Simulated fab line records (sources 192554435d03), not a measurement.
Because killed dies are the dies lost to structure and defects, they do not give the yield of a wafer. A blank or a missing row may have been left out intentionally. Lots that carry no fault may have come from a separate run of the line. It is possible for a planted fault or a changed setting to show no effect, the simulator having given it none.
Matching of chambers | flow n5-finfet | N5_BEOL_M1_STRIP_66 on rie-diel-05 has 4 sister chambers
The step strips in CF4. 16 wafers are shown with their chamber, then 8 later ones without.

EACH WAFER AND ITS CHAMBER
wafer  | chamber | drypump-motor-current-A (A) | throttle-valve-pct (%) | oes-product-au (a.u.)
L080.1 | 2       | 5.5                         | 13.67                  | 0.70
L080.2 | 1       | 6.7                         | 13.91                  | 0.70
L080.5 | 3       | 5.6                         | 14.09                  | 0.71
L082.2 | 0       | 5.4                         | 13.81                  | 0.69
L082.4 | 2       | 5.5                         | 13.66                  | 0.70
L082.5 | 3       | 5.6                         | 14.09                  | 0.72
L089.1 | 3       | 5.6                         | 14.12                  | 0.71
L089.4 | 0       | 5.4                         | 13.85                  | 0.68
L089.6 | 1       | 6.8                         | 13.93                  | 0.69
L090.1 | 1       | 6.7                         | 13.95                  | 0.68
L090.4 | 3       | 5.6                         | 14.12                  | 0.71
L090.5 | 0       | 5.4                         | 13.84                  | 0.68
L091.1 | 0       | 5.4                         | 13.84                  | 0.68
L091.4 | 3       | 5.6                         | 14.13                  | 0.71
L091.5 | 1       | 6.7                         | 13.94                  | 0.68
L095.3 | 3       | 5.6                         | 14.14                  | 0.70

SIGNATURES (means of the wafers above)
reading                 | chamber 0 | chamber 1 | chamber 2 | chamber 3 | scatter within a chamber
drypump-motor-current-A | 5.400     | 6.725     | 5.500     | 5.600     | 0.025
throttle-valve-pct      | 13.8350   | 13.9325   | 13.6650   | 14.1150   | 0.0182
oes-product-au          | 0.6825    | 0.6875    | 0.7000    | 0.7100    | 0.00677
Rule: distance of a wafer from a chamber = root of the sum over the readings of ((wafer's reading minus chamber's mean) / reading's scatter) squared. If the next closest chamber is less than 2 further off than the closest, the wafer can't be placed; otherwise it belongs to the closest. The scatter: the root of (the sum of the squares of (reading less its chamber's mean) over the shown wafers, divided by (wafers less chambers)).

WAFERS MISSING THEIR CHAMBER
wafer  | drypump-motor-current-A (A) | throttle-valve-pct (%) | oes-product-au (a.u.)
L095.5 | 5.4                         | 13.84                  | 0.68
L095.6 | 5.6                         | 14.13                  | 0.70
L094.1 | 5.6                         | 14.14                  | 0.70
L094.5 | 5.6                         | 14.15                  | 0.70
L094.6 | 5.5                         | 13.14                  | 0.91
L096.1 | 5.4                         | 13.86                  | 0.68
L096.3 | 5.5                         | 13.15                  | 0.91
L096.5 | 5.4                         | 13.87                  | 0.68

WHICH CHAMBER EACH WENT THROUGH
wafer  | from the rows above | in truth
L095.5 | 0                   | 0
L095.6 | 3                   | 3
L094.1 | 3                   | 3
L094.5 | 3                   | 3
L094.6 | 2                   | 2
L096.1 | 0                   | 0
L096.3 | 2                   | 2
L096.5 | 0                   | 0
Correctly placed: 8 of 8. Not placeable from these rows: 0. Wrongly placed: 0.
